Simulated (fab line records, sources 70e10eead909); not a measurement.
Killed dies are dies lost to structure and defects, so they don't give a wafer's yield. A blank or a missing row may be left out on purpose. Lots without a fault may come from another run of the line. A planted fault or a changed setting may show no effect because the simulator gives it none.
A struck lot beside a sound one | flow nand_harc | 24 steps out of a route of 1302
Sound: wafers L285.1, L285.2, L285.5. Struck: wafers L288.1, L288.3, L288.5. The cause comes at the end.
At each step with rows: each side's tool, then ch and its chambers, then its first start. Under that, the readings that differ: sound wafers | struck wafers | difference of the means | sigmas: that difference in standard deviations of wafers without a fault.
alike: readings whose means differ by less than 2 such deviations, and words and numbers that are the same on both sides. not compared: withheld readings, readings that some wafer has no value for, bounds like >300 that may hide the same value, and numbers for which the record gives no deviation and whose values overlap.
The two part at a step that has a row with sigmas, a row that says differs or no value, or rows on one side only. Numbers that don't overlap but have no deviation are shown without sigmas and don't part them. A reading that every wafer of one side lacks parts them only if that side has two wafers or more.

first, 2 steps without rows for these wafers: NHARC_A_CHANNEL_HOLE_D1_ETCH_34 (etches the open film in CF4/CHF3, target depth 154 nm, time 77 s); NHARC_A_CHANNEL_HOLE_D1_ETCH_16 (etches the open film in O2/COS, target depth 3100 nm, time 806 s).
NHARC_A_CHANNEL_HOLE_D1_CD_MEAS_18:
  sound on cd_sem-01, day 12 04:15; struck on cd_sem-03, day 13 10:08
  alike: cd_nm
then, 2 steps without rows for these wafers: NHARC_A_CHANNEL_HOLE_D1_ETCH_19 (etches the open film in C4F8/O2/Ar, time 34.5 s); NHARC_A_CHANNEL_HOLE_D1_ETCH_20 (etches the open film in C4F8/O2/Ar, time 361.9 s, target depth 1600 nm).
NHARC_A_CHANNEL_HOLE_D1_ETCH_21: etches the open film in C4F8/O2/Ar, time 514.3 s, target depth 1600 nm.
  sound on har_etch-02 ch 0,1, day 12 08:17; struck on har_etch-01 ch 1, day 13 10:42
  alike: chamber_pressure_mTorr, drypump_motor_current_A, showerhead_plenum_p_Torr, throttle_valve_pct
  not compared: rf_hours_counter_h
NHARC_A_CHANNEL_HOLE_D1_ETCH_22: etches the open film in C4F8/O2/Ar, time 666.7 s, target depth 1600 nm.
  sound on har_etch-02 ch 0,1, day 12 08:43; struck on har_etch-01 ch 1, day 13 11:10
  alike: chamber_pressure_mTorr, drypump_motor_current_A, showerhead_plenum_p_Torr, throttle_valve_pct
  not compared: rf_hours_counter_h
then, 3 steps without rows for these wafers: NHARC_A_CHANNEL_HOLE_D1_ETCH_23 (etches the open film in C4F8/O2/Ar, time 819 s, target depth 1600 nm); NHARC_A_CHANNEL_HOLE_D1_ETCH_24 (etches the open film in C4F8/O2/Ar, time 906.2 s, target depth 1500 nm); NHARC_A_CHANNEL_HOLE_D1_ETCH_25 (etches the open film in C4F8/O2/Ar, time 1040.2 s, target depth 1500 nm).
NHARC_A_CHANNEL_HOLE_D1_ETCH_26: etches the open film in C4F8/O2/Ar, time 224.1 s, target depth 300 nm.
  sound on har_etch-02 ch 0,1, day 12 11:39; struck on har_etch-01 ch 1, day 13 14:01
  alike: chamber_pressure_mTorr, drypump_motor_current_A, showerhead_plenum_p_Torr, throttle_valve_pct
  not compared: rf_hours_counter_h
NHARC_A_CHANNEL_HOLE_D1_ETCH_33: etches the open film in C4F8/O2/Ar, time 90 s, target depth 400 nm.
  sound on har_etch-02 ch 0,1, day 12 11:51; struck on har_etch-01 ch 1, day 13 14:13
  alike: chamber_pressure_mTorr, drypump_motor_current_A, rf_fwd_power_W, showerhead_plenum_p_Torr, throttle_valve_pct
  not compared: rf_hours_counter_h
NHARC_A_CHANNEL_HOLE_D1_STRIP_41: strips in N2/H2.
  sound on rie_diel-05 ch 0,1,3, day 12 12:23; struck on rie_diel-01 ch 0,2,3, day 13 14:43
then, 6 steps without rows for these wafers: NHARC_A_CHANNEL_HOLE_D1_STRIP_42 (strips in CF4/CHF3); NHARC_A_CHANNEL_HOLE_D1_STRIP_43 (strips in O2/COS); NHARC_A_CHANNEL_HOLE_D1_ETCH_44 (etches the open film in CF4/O2, target depth 140 nm, overetch 14 nm, time 77 s); NHARC_A_CHANNEL_HOLE_D1_STRIP_27 (strips in O2); NHARC_A_CHANNEL_HOLE_D1_PRECLEAN_28 (cleans in SC1); NHARC_A_CHANNEL_HOLE_D1_SRD_29.
NHARC_A_CHANNEL_HOLE_D1_CD_MEAS_30:
  sound on cd_sem-02, day 12 13:29; struck on cd_sem-02, day 13 15:44
  alike: cd_nm
NHARC_A_CHANNEL_HOLE_D1_XSEM_31:
  sound on xsem-01 ch 0, day 12 13:34; struck on xsem-01 ch 0, day 13 15:49
  alike: bot_cd_nm, bow_nm, tilt_deg
NHARC_A_CHANNEL_HOLE_D1_INSPECT_40:
  sound on defect_inspect-02, day 12 13:40; struck on defect_inspect-01, day 13 15:55
  reading          | sound      | struck         | difference | sigmas
  raw_defect_count | 128 78 107 | 1325 1328 1268 | +1203      | +41
then, 1 step without rows for these wafers: NHARC_A_CHANNEL_FILL_D1_PRECLEAN_00 (cleans in SC1).
-- the record jumps here: 16 days lie between the struck wafers' starts before and after (it left off in module A_CHANNEL_FILL_D1 and takes up again in module END, whose first step shown is number 1302 of the route) --
NHARC_END_SORT_01:
  sound on prober-01 ch 0, day 28 04:35; struck on prober-01 ch 0, day 29 18:26
  reading         | sound    | struck      | difference | sigmas
  killed_at_array | 70 73 90 | 142 130 135 | +58        | +3
  killed_at_other | 5 5 2    | 0 0 1       | -4         | -2
  killed_dies     | 78 84 96 | 150 135 137 | +55        | +3
  alike: killed_at_periphery, killed_open, killed_short

WHERE THEY PART
First at NHARC_A_CHANNEL_HOLE_D1_INSPECT_40; last, within this record, at NHARC_END_SORT_01.

WHY: what the simulator had put in
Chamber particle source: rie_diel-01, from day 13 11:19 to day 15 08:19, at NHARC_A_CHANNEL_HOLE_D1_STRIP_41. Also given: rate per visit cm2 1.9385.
